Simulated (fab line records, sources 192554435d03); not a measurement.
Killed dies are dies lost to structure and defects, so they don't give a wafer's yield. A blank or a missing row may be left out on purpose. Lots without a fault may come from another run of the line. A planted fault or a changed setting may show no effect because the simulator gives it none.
Split-lot experiment | flow n5_finfet | 7 lots, 21 wafers read, on a route of 1938 steps

THE SPLIT
At N5_PASSIVATION_ETCH_15 (etches SiCN in CF4/N2, target depth 75 nm, time 81.2 s), the setting bias_w was moved away from the recipe's 70 W on 6 of the 21 wafers read, by -8.2% to +12.5%. The other wafers ran this setting at the recipe's value.

The reading is taken at the split's own step.

THE READING
rf_vpp_V, in V, at N5_PASSIVATION_ETCH_15 (etches SiCN in CF4/N2, target depth 75 nm, time 81.2 s). Fault-free wafers of this fab line usually give 382.4 V, standard deviation 2 V.

wafer  | tool, chamber at the split | bias_w as run, W | against the recipe | rf_vpp_V, V | against lot-mates on the recipe
L076.2 | rie_diel-02, 1             | 73.52            | +5.0%              | 392.5       | +10.1
L076.4 | rie_diel-02, 0             | 70               | recipe             | 385.6       | -
L076.5 | rie_diel-02, 1             | 70               | recipe             | 379.2       | -
L078.1 | rie_diel-02, 2             | 70               | recipe             | 385.1       | -
L078.3 | rie_diel-02, 3             | 70               | recipe             | 381.5       | -
L078.4 | rie_diel-02, 1             | 70               | recipe             | 379.7       | -
L083.1 | rie_diel-06, 1             | 70               | recipe             | 381.1       | -
L083.5 | rie_diel-06, 0             | 70               | recipe             | 382.1       | -
L083.6 | rie_diel-06, 1             | 70               | recipe             | 381.1       | -
L090.4 | rie_diel-01, 2             | 76.25            | +8.9%              | 402.7       | +18.5
L090.5 | rie_diel-01, 2             | 76.25            | +8.9%              | 403.2       | +19.0
L090.6 | rie_diel-01, 3             | 70               | recipe             | 384.2       | -
L093.1 | rie_diel-01, 0             | 70               | recipe             | 382.5       | -
L093.2 | rie_diel-01, 1             | 70               | recipe             | 383.0       | -
L093.3 | rie_diel-01, 3             | 64.27            | -8.2%              | 365.5       | -17.2
L092.1 | rie_diel-01, 2             | 70               | recipe             | 382.3       | -
L092.3 | rie_diel-01, 3             | 70               | recipe             | 384.5       | -
L092.6 | rie_diel-01, 1             | 70               | recipe             | 380.2       | -
L097.3 | rie_diel-01, 2             | 70               | recipe             | 380.9       | -
L097.4 | rie_diel-01, 0             | 78.72            | +12.5%             | 410.8       | +29.9
L097.5 | rie_diel-01, 0             | 78.72            | +12.5%             | 411.3       | +30.4

THE FIT
A straight line over all 21 wafers: rf_vpp_V changes by +2.26 V for each +1% of bias_w; r = +0.99; the points scatter about the line by 1.8 V.
The same after taking each lot's own level away (the mean of its wafers on the recipe; 21 wafers): +2.27 V for each +1%; r = +0.99; scatter 1.8 V.
On that fit, the largest move of bias_w shifts the reading by 28 V.
The lots' own levels span 380.90 to 384.20 V, that is 1.7 times the standard deviation above.
So the lot-to-lot level changes the slope little: the two slopes agree.
Check: with one of the wafers moved furthest among these (+12.5%) left out of the fit, the line predicts +27.7 V for it against its lot-mates. It came out at +29.9 V against them.
Tool readings at the split's step, against how far the setting was moved: rf_vpp_V r = +0.99.

OTHER SPLITS ON THESE WAFERS
These wafers also went through other splits before the reading. Each is held against what the fit with the lots' levels taken away leaves over:
other split on the same wafers      | wafers away from the commonest value | r with rf_vpp_V (lot level and that fit taken away)
N5_BEOL_M11_VIA_ETCH_34 time_s      | 4                                    | -0.12
N5_BEOL_M11_TRENCH_ETCH_37 bias_w   | 10                                   | -0.17
N5_BEOL_M12_COAT_58 spin_rpm        | 7                                    | +0.29
N5_BEOL_M12_DESCUM_15 time_s        | 9                                    | +0.10
N5_BEOL_M13_COAT_22 spin_rpm        | 9                                    | +0.03
N5_BEOL_M14_ETCH_68 time_s          | 7                                    | +0.14
N5_PASSIVATION_EXPOSE_07 dose_mj    | 9                                    | +0.03
N5_PASSIVATION_VIA_ETCH_13 source_w | 10                                   | -0.06

THE FILE'S OWN FIT
rf_vpp_V changes by +2.25 V for each +1% of bias_w, r = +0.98.
